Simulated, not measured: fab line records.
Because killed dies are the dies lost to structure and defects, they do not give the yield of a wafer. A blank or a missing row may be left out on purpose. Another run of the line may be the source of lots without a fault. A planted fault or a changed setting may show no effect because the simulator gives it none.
fab line records	flow n5_finfet
[record] lots = 7	wafers = 21
route steps=1938 shown SD_EPI_N@288 SD_EPI_P@321 SD_ACTIVATION@330 SDB@350 GATE_CUT@466 MOL_CONTACT_COAG@523
start_h: the number of hours between the record's first day and the start of the first shown wafer of the lot	wait_h: time in hours since the lot's previous step	" identical to the entry in the row above	L1.1+2: one row covering several wafers at once	- no value present, or no start provided	* or withheld: withheld	< > ~ a bound
route shown NAME@n: a module of which the file shows steps, and the number in the route of the first	usual: mean and standard deviation over wafers with no fault	same: alike in all rows	chamber/n: place in a boat	sites: per-site readings	_std_site: standard deviation across them	_edge_site: inner sites' mean taken away from outer sites' mean	radius_mm: how far each site lies from the wafer's centre	mask NAME#n: copy n	behind: the last tool/chamber to shape the wafer	hold: what put the lot on hold/how long, in hours/how the hold closed	device: transistor that didn't switch, given as n, p or np	end of line: at the end of the route, the tests of the same wafers	a step given without rows: its recipe and nothing more	killed: the dies lost at the first sort to structure and to defects; this is not the yield of the wafer	map: per-die view of a wafer (x killed, . not killed, _ where there is no die)
set.NAME: the setting as run; set.NAME@STEP: as run at that earlier step	model.NAME: the simulator's own value behind a step, which no gauge read
lots whose settings were changed on purpose; a table a step, a row a wafer
[[steps]]
[step N5_SD_EPI_N_EPI_21]
[recipe] material = Si:P	dopant = P	temp_c = 680	pressure_torr = 255	time_s = 690
lot.wafer	tool	chamber	start_h	wait_h	set.temp_c	model.Si-P_of_SD_EPI_N_EPI_21.thk_nm
L074.1+5	epi_rpcvd-03	0	50.31	0.1	681.6	61.2
L074.2	"	0	"	"	680	59.6
L075.1+3	epi_rpcvd-02	0	55.76	0.2	680	58.4
L075.2	"	0	"	"	680	58.2
L078.1	epi_rpcvd-03	0	74.90	0.1	680	58.2
L078.4	"	0	"	"	676.8	55
L078.5	"	0	"	"	676.8	55.8
L083.3+5	epi_rpcvd-02	0	104.91	0.7	678.4	58.8
L083.6	"	0	"	"	680	59.6
L094.1	epi_rpcvd-02	0	171.39	0.1	680	58.6
L094.2	"	0	"	"	680	59.6
L094.3	"	0	"	"	680	58
L096.2	epi_rpcvd-04	0	182.85	0.5	680	59.4
L096.3	"	0	"	"	678.6	57.6
L096.4	"	0	"	"	678.6	57.8
L097.3	epi_rpcvd-02	0	190.34	0.7	680	59.6
L097.4	"	0	"	"	682.9	61.8
L097.5	"	0	"	"	680	58.4
[step N5_SD_EPI_N_PRECLEAN_24]
[recipe] chemistry = O3/DIW	time_s = 60	temp_c = 22	o3_ppm = 10
[step N5_SD_EPI_P_EPI_21]
[recipe] material = SiGe:B	dopant = B	temp_c = 550	pressure_torr = 20	ambient = H2	time_s = 355
[step N5_SD_EPI_P_HM_STRIP_48]
[recipe] chemistry = H3PO4	temp_c = 160	material = SiNx	target = SiNx	target_depth_a = 30	overetch_fraction = 0.3
lot.wafer	tool	chamber	start_h	wait_h	set.temp_c@SD_EPI_N_EPI_21	model.Si-P_of_SD_EPI_N_EPI_21.thk_nm
L074.1	wet_bench-02	5	57.56	0.0	681.6	60.4
L074.2	"	7	"	"	680	58.8
L074.5	"	0	"	"	681.6	60.6
L075.1+2	wet_bench-02	5,7	62.58	0.0	680	57.6
L075.3	"	6	"	"	680	57.8
L078.1	wet_bench-02	3	81.24	0.0	680	57.6
L078.4	"	5	"	"	676.8	54.4
L078.5	"	7	"	"	676.8	55.2
L083.3+5	wet_bench-02	1,5	112.64	0.0	678.4	58.2
L083.6	"	0	"	"	680	59
L094.1	wet_bench-01	7	178.58	0.0	680	58
L094.2	"	1	"	"	680	59
L094.3	"	6	"	"	680	57.4
L096.2	wet_bench-02	0	189.41	0.0	680	58.8
L096.3	"	7	"	"	678.6	57
L096.4	"	1	"	"	678.6	57.2
L097.3	wet_bench-06	0	196.28	0.0	680	59
L097.4	"	3	"	"	682.9	61
L097.5	"	1	"	"	680	57.6
[step N5_SD_EPI_P_SRD_49]
[recipe] dry = ipa_marangoni	time_s = 30	temp_c = 23	rinse_liquid = diw
[step N5_SD_EPI_P_PRECLEAN_24]
[recipe] chemistry = O3/DIW	time_s = 45	temp_c = 22	o3_ppm = 10
[step N5_SD_ACTIVATION_RTA_00]
[recipe] temp_c = 975	time_s = 0	ambient = N2	idle_temp_c = 600	ramp_up_c_per_s = 150	ramp_down_c_per_s = 60	cool_to_c = 600
[step N5_SD_ACTIVATION_LSA_01]
[recipe] temp_c = 1080	time_s = 0.0008	ambient = N2
[step N5_SD_ACTIVATION_RS_MEAS_03]
[recipe] thk_meas_gauge = four-point-probe
[usual] RS_SD_N = 21.89/0.29	RS_SD_P = 55.8/0.98
lot.wafer	tool	chamber	start_h	wait_h	set.temp_c@SD_EPI_N_EPI_21	RS_SD_N[ohm/sq]	RS_SD_P[ohm/sq]
L074.1	film_metro-01	-	58.13	0.2	681.6	21.12	56.0
L074.2	"	-	"	"	680	21.87	55.7
L074.5	"	-	"	"	681.6	21.31	57.0
L075.1	film_metro-02	-	63.16	0.2	680	22.13	55.5
L075.2	"	-	"	"	680	22.08	55.6
L075.3	"	-	"	"	680	22.12	54.7
L078.1	film_metro-02	-	81.82	0.2	680	22.54	56.3
L078.4	"	-	"	"	676.8	23.60	55.1
L078.5	"	-	"	"	676.8	23.35	55.9
L083.3	film_metro-02	-	113.25	0.2	678.4	21.83	56.5
L083.5	"	-	"	"	678.4	22.06	55.8
L083.6	"	-	"	"	680	21.80	57.5
L094.1	film_metro-02	-	179.15	0.2	680	22.30	56.1
L094.2	"	-	"	"	680	21.87	56.1
L094.3	"	-	"	"	680	22.54	56.8
L096.2	film_metro-01	-	190.12	0.2	680	21.81	54.4
L096.3	"	-	"	"	678.6	22.33	55.1
L096.4	"	-	"	"	678.6	22.23	55.4
L097.3	film_metro-02	-	196.89	0.2	680	21.69	56.4
L097.4	"	-	"	"	682.9	20.98	56.3
L097.5	"	-	"	"	680	22.06	55.8
[step N5_SDB_COAT_05]
[recipe] resist = CAR-ArF	spin_rpm = 1500	resist_thk_nm = 90
lot.wafer	tool	chamber	start_h	wait_h	set.spin_rpm	model.CAR-ArF_of_SDB_COAT_05.thk_nm
L074.1+2	litho_track-01	0	-	-	1500	90.2
L074.5	"	0	"	"	1560	88.4
L075.1	litho_track-02	0	-	-	1500	90.4
L075.2	"	0	"	"	1436	92
L075.3	"	0	"	"	1500	90.2
L078.1+4	litho_track-02	0	-	-	1500	89.6
L078.5	"	0	"	"	1500	89.8
L083.3	litho_track-02	0	-	-	1500	90.4
L083.5+6	"	0	"	"	1500	90.2
L094.1+2	litho_track-02	0	-	-	1500	90
L094.3	"	0	"	"	1500	89.8
L096.2	litho_track-05	0	-	-	1500	90
L096.3	"	0	"	"	1500	90.2
L096.4	"	0	"	"	1500	89.8
L097.3	litho_track-01	0	-	-	1351	95
L097.4	"	0	"	"	1500	90.2
L097.5	"	0	"	"	1351	95.2
[step N5_SDB_EBR_07]
[recipe] solvent = PGMEA	ebr_width_mm = 1.5
[step N5_SDB_SOFTBAKE_06]
[recipe] temp_c = 110	time_s = 60	resist = CAR-ArF
[step N5_SDB_EXPOSE_08]
[recipe] mask_id = SDB	na = 1.35	source_shape = conventional	sigma_outer = 0.5	polarization = unpolarized	dose_mj = 49.6
[step N5_SDB_PEB_09]
[recipe] peb_temp_c = withheld	peb_time_s = 60	resist = CAR-ArF
[step N5_SDB_DEVELOP_10]
[recipe] develop_time_s = 30	developer = TMAH	resist = CAR-ArF	rinse_liquid = diw	dry = air_spin	dev_temp_c = 23
lot.wafer	tool	chamber	start_h	wait_h	set.spin_rpm@SDB_COAT_05	model.CAR-ArF_of_SDB_COAT_05.thk_nm
L074.1+2	litho_track-05	0	-	-	1500	88.4
L074.5	"	0	"	"	1560	86.6
L075.1	litho_track-05	0	-	-	1500	88.6
L075.2	"	0	"	"	1436	90.2
L075.3	"	0	"	"	1500	88.4
L078.1+4	litho_track-02	0	-	-	1500	87.8
L078.5	"	0	"	"	1500	88
L083.3+5+6	litho_track-01	0	-	-	1500	88.6
L094.1	litho_track-05	0	-	-	1500	88.4
L094.2+3	"	0	"	"	1500	88.2
L096.2+4	litho_track-01	0	-	-	1500	88.2
L096.3	"	0	"	"	1500	88.4
L097.3	litho_track-05	0	-	-	1351	93.2
L097.4	"	0	"	"	1500	88.6
L097.5	"	0	"	"	1351	93.4
[step N5_SDB_DESCUM_16]
[recipe] chemistry = O2	time_s = 7.9	source_power_w = 50	bias_power_w = 20	pressure_mtorr = 20	rf_frequency_hz = 2.712e+07	temp_c = 40	resist = CAR-ArF	o2_flow_sccm = 225
[step N5_SDB_ETCH_17]
[recipe] chemistry = CF4	target = SiARC	target_depth_a = 234	mask_material = CAR-ArF	time_s = 39	ion_energy_ev = 80	pressure_mtorr = 40	source_w = 545	bias_w = 36	Ar_flow_sccm = 100	cf4_flow_sccm = 100	ends = cleared
lot.wafer	tool	chamber	start_h	wait_h	set.spin_rpm@SDB_COAT_05	model.CAR-ArF_of_SDB_COAT_05.thk_nm
L074.1	rie_diel-05	2	65.45	0.0	1500	67
L074.2	"	1	"	"	1500	66.8
L074.5	"	3	"	"	1560	65
L075.1	rie_diel-01	3	70.79	0.0	1500	67
L075.2	"	2	"	"	1436	68.6
L075.3	"	0	"	"	1500	66.8
L078.1+4	rie_diel-01	2,0	89.40	0.0	1500	66.2
L078.5	"	2	"	"	1500	66.4
L083.3+5+6	rie_diel-05	1,3,0	120.41	0.0	1500	67
L094.1	rie_diel-01	2	186.92	0.0	1500	66.8
L094.2+3	"	0,1	"	"	1500	66.6
L096.2	rie_diel-05	0	197.46	0.0	1500	66.6
L096.3	"	2	"	"	1500	66.8
L096.4	"	3	"	"	1500	66.4
L097.3+5	rie_diel-04	0,2	204.05	0.0	1351	71.8
L097.4	"	1	"	"	1500	66.8
[step N5_SDB_ETCH_18]
[recipe] chemistry = N2/H2	target = SOC	target_depth_a = 1000	overetch_a = 200	mask_material = SiARC	temp_c = 40	time_s = 150	ion_energy_ev = 200	pressure_mtorr = 30	source_w = 840	bias_w = 150	n2_flow_sccm = 200	h2_flow_sccm = 200
lot.wafer	tool	chamber	start_h	wait_h	set.time_s	model.SiARC_of_SDB_COAT_04.thk_nm
L074.1+2	rie_diel-05	2,1	65.48	0.0	132.7	13.4
L074.5	"	3	"	"	150	12.8
L075.1+2+3	rie_diel-01	3,2,0	70.82	0.0	150	12.8
L078.1+5	rie_diel-01	2	89.44	0.0	150	12.8
L078.4	"	0	"	"	150	12.6
L083.3+5	rie_diel-05	1,3	120.44	0.0	116.3	14
L083.6	"	0	"	"	150	12.6
L094.1	rie_diel-01	2	186.96	0.0	150	13
L094.2+3	"	0,1	"	"	150	12.8
L096.2+3+4	rie_diel-05	0,2,3	197.49	0.0	127.6	13.6
L097.3	rie_diel-04	0	204.08	0.0	150	12.6
L097.4+5	"	1,2	"	"	150	12.8
[step N5_GATE_CUT_ETCH_56]
[recipe] chemistry = Cl2/Ar	target = TiN	target_depth_a = 216	pressure_mtorr = 10	icp_w = 600	bias_w = 60	Cl2_flow_sccm = 40	Ar_flow_sccm = 60
lot.wafer	tool	chamber	start_h	wait_h	set.Cl2_flow_sccm	model.etch.depth_nm
L074.1	rie_metal-01	1	79.96	0.1	40	21.95
L074.2	"	0	"	"	32.22	21.21
L074.5	"	0	"	"	40	21.83
L075.1	rie_metal-02	0	84.95	0.1	33.47	21.56
L075.2	"	1	"	"	33.47	21.85
L075.3	"	0	"	"	40	22.24
L078.1	rie_metal-02	0	103.20	0.1	40	22.35
L078.4	"	1	"	"	47.36	22.81
L078.5	"	0	"	"	47.36	22.43
L083.3	rie_metal-01	0	134.06	0.2	33.24	21.4
L083.5	"	0	"	"	40	21.89
L083.6	"	0	"	"	40	21.92
L094.1	rie_metal-03	1	201.01	0.2	40	21.96
L094.2	"	1	"	"	40	21.97
L094.3	"	1	"	"	40	22.01
L096.2	rie_metal-01	1	211.32	0.1	40	22.33
L096.3	"	0	"	"	40	21.83
L096.4	"	1	"	"	40	22.43
L097.3	rie_metal-02	1	217.33	0.1	40	22.34
L097.4	"	0	"	"	31.24	21.17
L097.5	"	0	"	"	31.24	21.33
[step N5_MOL_CONTACT_COAG_EXPOSE_05]
[recipe] mask_id = CA	na = 0.33	source_shape = annular	sigma_inner = 0.4	sigma_outer = 0.8	polarization = unpolarized	defocus_nm = 0	dose_mj = 38.25
lot.wafer	tool	chamber	start_h	wait_h	mask	set.dose_mj
L074.1+2	euv_scanner-02	0	87.05	-	CA#0	38.25
L074.5	"	0	"	"	CA#0	35.49
L075.1+2+3	euv_scanner-01	0	92.37	-	CA#0	38.25
L078.1	euv_scanner-01	0	110.41	-	CA#0	38.25
L078.4+5	"	0	"	"	CA#0	36.45
L083.3+5+6	euv_scanner-01	0	141.39	-	CA#0	40.97
L094.1+2+3	euv_scanner-01	0	208.51	-	CA#0	38.25
L096.2+3+4	euv_scanner-02	0	219.17	-	CA#0	38.25
L097.3+5	euv_scanner-01	0	225.38	-	CA#0	38.25
L097.4	"	0	"	"	CA#0	40.51
[step N5_MOL_CONTACT_COAG_PEB_06]
[recipe] peb_temp_c = 100	peb_time_s = 60	resist = CAR-EUV
[step N5_MOL_CONTACT_COAG_DEVELOP_07]
[recipe] develop_time_s = 30	developer = TMAH	resist = CAR-EUV	rinse_liquid = surfactant_rinse	dry = air_spin	dev_temp_c = 23
[step N5_MOL_CONTACT_COAG_CD_MEAS_08]
[recipe] target_cd_nm = 28	landing_energy_ev = 500	detector = se_inlens	polarity = opening
[usual] cd_nm = 28.05/0.23
lot.wafer	tool	chamber	start_h	wait_h	set.dose_mj@MOL_CONTACT_COAG_EXPOSE_05	cd_nm
L074.1	cd_sem-03	0	87.18	-	38.25	27.74
L074.2	"	0	"	"	38.25	28.27
L074.5	"	0	"	"	35.49	26.33
L075.1	cd_sem-03	0	92.50	-	38.25	28.21
L075.2	"	0	"	"	38.25	27.82
L075.3	"	0	"	"	38.25	27.84
L078.1	cd_sem-01	0	110.54	-	38.25	28.53
L078.4	"	0	"	"	36.45	26.82
L078.5	"	0	"	"	36.45	26.81
L083.3	cd_sem-02	0	141.51	-	40.97	29.61
L083.5	"	0	"	"	40.97	29.41
L083.6	"	0	"	"	40.97	29.38
L094.1	cd_sem-02	0	208.65	-	38.25	27.79
L094.2	"	0	"	"	38.25	27.82
L094.3	"	0	"	"	38.25	27.67
L096.2	cd_sem-01	0	219.29	-	38.25	28.09
L096.3	"	0	"	"	38.25	28.03
L096.4	"	0	"	"	38.25	27.94
L097.3	cd_sem-02	0	225.50	-	38.25	27.93
L097.4	"	0	"	"	40.51	29.34
L097.5	"	0	"	"	38.25	27.69
[step N5_MOL_CONTACT_COAG_DESCUM_13]
[recipe] chemistry = O2	time_s = 7	source_power_w = 50	bias_power_w = 20	pressure_mtorr = 20	rf_frequency_hz = 2.712e+07	temp_c = 40	resist = CAR-EUV	o2_flow_sccm = 225
[step N5_MOL_CONTACT_COAG_ETCH_59]
[recipe] chemistry = N2/H2	target = underlayer	target_depth_a = 130	mask_material = CAR-EUV	time_s = 10.4	ion_energy_ev = 200	pressure_mtorr = 30	source_w = 840	bias_w = 150	n2_flow_sccm = 200	h2_flow_sccm = 200	ends = cleared
lot.wafer	tool	chamber	start_h	wait_h	set.dose_mj@MOL_CONTACT_COAG_EXPOSE_05	model.MOL_CONTACT_COAG.cd_offset_nm
L074.1	rie_diel-05	2	87.34	0.0	38.25	0
L074.2	"	1	"	"	38.25	0.2
L074.5	"	3	"	"	35.49	-1.6
L075.1+2	rie_diel-01	0,2	92.66	0.0	38.25	0.4
L075.3	"	1	"	"	38.25	0.2
L078.1	rie_diel-05	1	110.69	0.0	38.25	0
L078.4	"	3	"	"	36.45	-1.2
L078.5	"	3	"	"	36.45	-1.4
L083.3+6	rie_diel-04	0,1	141.66	0.0	40.97	1.6
L083.5	"	2	"	"	40.97	1.4
L094.1+2+3	rie_diel-01	3,2,1	209.08	0.0	38.25	0
L096.2+4	rie_diel-04	2,0	219.45	0.0	38.25	0
L096.3	"	3	"	"	38.25	0.2
L097.3	rie_diel-01	0	225.65	0.0	38.25	0.2
L097.4	"	2	"	"	40.51	1.4
L097.5	"	1	"	"	38.25	0
[step N5_MOL_CONTACT_COAG_STRIP_108]
[recipe] chemistry = N2/H2	temp_c = 40	n2_flow_sccm = 200	h2_flow_sccm = 200	rf_frequency_hz = 6e+07
lot.wafer	tool	chamber	start_h	wait_h	set.temp_c
L074.1	rie_diel-05	2	87.48	0.0	38.74
L074.2+5	"	1,3	"	"	40
L075.1+3	rie_diel-01	0,1	92.80	0.0	40
L075.2	"	2	"	"	37.98
L078.1+4	rie_diel-05	1,3	110.83	0.0	40
L078.5	"	3	"	"	41
L083.3+5	rie_diel-04	0,2	141.80	0.0	37.43
L083.6	"	1	"	"	40
L094.1+2+3	rie_diel-01	3,2,1	209.22	0.0	40
L096.2+3+4	rie_diel-04	2,3,0	219.59	0.0	40
L097.3+4+5	rie_diel-01	0,2,1	225.79	0.0	40
[step N5_MOL_CONTACT_COAG_CONTACT_ETCH_14]
[recipe] chemistry = C4F6/O2	target = SiO2	target_depth_a = 275	overetch_a = 85	mask_material = SOC	pressure_mtorr = 30	source_w = 370	bias_w = 185	Ar_flow_sccm = 300	C4F6_flow_sccm = 16	O2_flow_sccm = 10	time_s = 20	ion_energy_ev = 259.6
[step N5_MOL_CONTACT_COAG_STRIP_109]
[recipe] chemistry = C4F6/O2	resist = SiARC	rf_frequency_hz = 6e+07
[step N5_MOL_CONTACT_COAG_ETCH_15]
[recipe] chemistry = CH3F/O2	target = SiNx	target_depth_a = 70	mask_material = SOC	stop_on = Si:P	over_etch_frac = 0.75	ion_energy_ev = 120	pressure_mtorr = 30	source_w = 395	bias_w = 73	Ar_flow_sccm = 150	CH3F_flow_sccm = 30	O2_flow_sccm = 20
[step N5_MOL_CONTACT_COAG_ETCH_110]
[recipe] chemistry = CF4/O2	target = Si	target_depth_a = 25	time_s = 8	pressure_mtorr = 100	source_w = 200	bias_w = 12	ion_energy_ev = 60	Ar_flow_sccm = 100	cf4_flow_sccm = 100	O2_flow_sccm = 10
lot.wafer	tool	chamber	start_h	wait_h	set.dose_mj@MOL_CONTACT_COAG_EXPOSE_05	model.MOL_CONTACT_COAG.cd_offset_nm
L074.1+2	rie_diel-05	2,1	87.58	0.0	38.25	0.2
L074.5	"	3	"	"	35.49	-1.8
L075.1+2	rie_diel-01	0,2	92.90	0.0	38.25	0.2
L075.3	"	1	"	"	38.25	0
L078.1	rie_diel-05	1	110.94	0.0	38.25	0
L078.4	"	3	"	"	36.45	-1.2
L078.5	"	3	"	"	36.45	-1.4
L083.3+6	rie_diel-04	0,1	141.91	0.0	40.97	1.4
L083.5	"	2	"	"	40.97	1.6
L094.1+3	rie_diel-01	3,1	209.32	0.0	38.25	-0.4
L094.2	"	2	"	"	38.25	-0.6
L096.2	rie_diel-04	2	219.69	0.0	38.25	-0.2
L096.3+4	"	3,0	"	"	38.25	0
L097.3+5	rie_diel-01	0,1	225.90	0.0	38.25	-0.2
L097.4	"	2	"	"	40.51	1
[step N5_MOL_CONTACT_COAG_STRIP_98]
[recipe] chemistry = N2/H2	power_w = 500	temp_c = 40	pressure_mtorr = 50	rf_frequency_hz = 6e+07	overash_fraction = 0.3	bias_power_w = 8	h2_frac = 0.5	n2_flow_sccm = 300	h2_flow_sccm = 300
[step N5_MOL_CONTACT_COAG_CD_MEAS_99]
[recipe] target_cd_nm = 17.2	polarity = opening
[usual] cd_nm = 17.2/0.31
lot.wafer	tool	chamber	start_h	wait_h	set.dose_mj@MOL_CONTACT_COAG_EXPOSE_05	cd_nm
L074.1	cd_sem-03	-	87.71	-	38.25	17.3
L074.2	"	-	"	"	38.25	17.4
L074.5	"	-	"	"	35.49	15.2
L075.1	cd_sem-03	-	93.03	-	38.25	17.5
L075.2	"	-	"	"	38.25	17.4
L075.3	"	-	"	"	38.25	17.0
L078.1	cd_sem-01	-	111.06	-	38.25	17.5
L078.4	"	-	"	"	36.45	16.4
L078.5	"	-	"	"	36.45	15.4
L083.3	cd_sem-02	-	142.03	-	40.97	18.7
L083.5	"	-	"	"	40.97	19.0
L083.6	"	-	"	"	40.97	18.6
L094.1	cd_sem-01	-	209.44	-	38.25	17.1
L094.2	"	-	"	"	38.25	16.6
L094.3	"	-	"	"	38.25	17.1
L096.2	cd_sem-03	-	219.81	-	38.25	16.9
L096.3	"	-	"	"	38.25	17.1
L096.4	"	-	"	"	38.25	17.5
L097.3	cd_sem-01	-	226.02	-	38.25	16.9
L097.4	"	-	"	"	40.51	18.2
L097.5	"	-	"	"	38.25	16.5
[step N5_MOL_CONTACT_COAG_VIA_ETCH_46]
[recipe] chemistry = C4F6/O2	target_depth_a = 460	overetch_a = 92	mask_material = SOC	target = SiO2	bias_w = 455	pressure_mtorr = 10	time_s = 40	source_w = 325	Ar_flow_sccm = 300	C4F6_flow_sccm = 10	O2_flow_sccm = 10	ion_energy_ev = 575.3	ends = end_point
[usual] rf_vpp_V = 1583/15
lot.wafer	tool	chamber	start_h	wait_h	set.bias_w	rf_vpp_V
L074.1	rie_diel-01	0	98.65	0.0	455	1592
L074.2	"	1	"	"	455	1577
L074.5	"	3	"	"	455	1584
L075.1	rie_diel-01	2	103.16	0.0	455	1554
L075.2	"	1	"	"	455	1576
L075.3	"	3	"	"	455	1583
L078.1	rie_diel-04	3	120.65	0.0	406.6	1463
L078.4	"	0	"	"	455	1582
L078.5	"	3	"	"	455	1592
L083.3	rie_diel-04	3	151.78	0.0	455	1589
L083.5	"	1	"	"	455	1554
L083.6	"	2	"	"	513.3	1717
L094.1	rie_diel-05	3	220.54	0.0	455	1593
L094.2	"	1	"	"	455	1581
L094.3	"	0	"	"	455	1608
L096.2	rie_diel-05	3	230.19	0.0	455	1593
L096.3	"	1	"	"	455	1583
L096.4	"	0	"	"	518.4	1773
L097.3	rie_diel-04	1	234.64	0.0	455	1553
L097.4	"	3	"	"	455	1591
L097.5	"	0	"	"	497.3	1689
[[key]]
[split] step = N5_SD_EPI_N_EPI_21	setting = temp_c	stated = 680	by = wafer
[response] step = N5_SD_EPI_N_EPI_21	reading = model.Si-P_of_SD_EPI_N_EPI_21.thk_nm	change = +6.16	per = 1%	r = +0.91
[response] step = N5_SD_EPI_P_HM_STRIP_48	reading = model.Si-P_of_SD_EPI_N_EPI_21.thk_nm	change = +6.12	per = 1%	r = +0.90
[response] step = N5_SD_ACTIVATION_RS_MEAS_03	reading = RS_SD_N	change = -2	per = 1%	r = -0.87
[split] step = N5_SDB_COAT_05	setting = spin_rpm	stated = 1500	by = wafer
[response] step = N5_SDB_COAT_05	reading = model.CAR-ArF_of_SDB_COAT_05.thk_nm	change = -0.475	per = 1%	r = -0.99
[response] step = N5_SDB_DEVELOP_10	reading = model.CAR-ArF_of_SDB_COAT_05.thk_nm	change = -0.46	per = 1%	r = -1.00
[response] step = N5_SDB_ETCH_17	reading = model.CAR-ArF_of_SDB_COAT_05.thk_nm	change = -0.486	per = 1%	r = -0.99
[split] step = N5_SDB_ETCH_18	setting = time_s	stated = 150	by = wafer
[response] step = N5_SDB_ETCH_18	reading = model.SiARC_of_SDB_COAT_04.thk_nm	change = -0.0602	per = 1%	r = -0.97
[split] step = N5_GATE_CUT_ETCH_56	setting = Cl2_flow_sccm	stated = 40	by = wafer
[response] step = N5_GATE_CUT_ETCH_56	reading = model.etch.depth_nm	change = +0.0341	per = 1%	r = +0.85
[split] step = N5_MOL_CONTACT_COAG_EXPOSE_05	setting = dose_mj	stated = 38.25	by = wafer
[response] step = N5_MOL_CONTACT_COAG_CD_MEAS_08	reading = cd_nm	change = +0.267	per = 1%	r = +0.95
[response] step = N5_MOL_CONTACT_COAG_ETCH_59	reading = model.MOL_CONTACT_COAG.cd_offset_nm	change = +0.239	per = 1%	r = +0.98
[response] step = N5_MOL_CONTACT_COAG_ETCH_110	reading = model.MOL_CONTACT_COAG.cd_offset_nm	change = +0.253	per = 1%	r = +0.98
[response] step = N5_MOL_CONTACT_COAG_CD_MEAS_99	reading = cd_nm	change = +0.289	per = 1%	r = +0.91
[split] step = N5_MOL_CONTACT_COAG_STRIP_108	setting = temp_c	stated = 40	by = wafer
response none clear
[split] step = N5_MOL_CONTACT_COAG_VIA_ETCH_46	setting = bias_w	stated = 455	by = wafer
[response] step = N5_MOL_CONTACT_COAG_VIA_ETCH_46	reading = rf_vpp_V	change = +12.3	per = 1%	r = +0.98
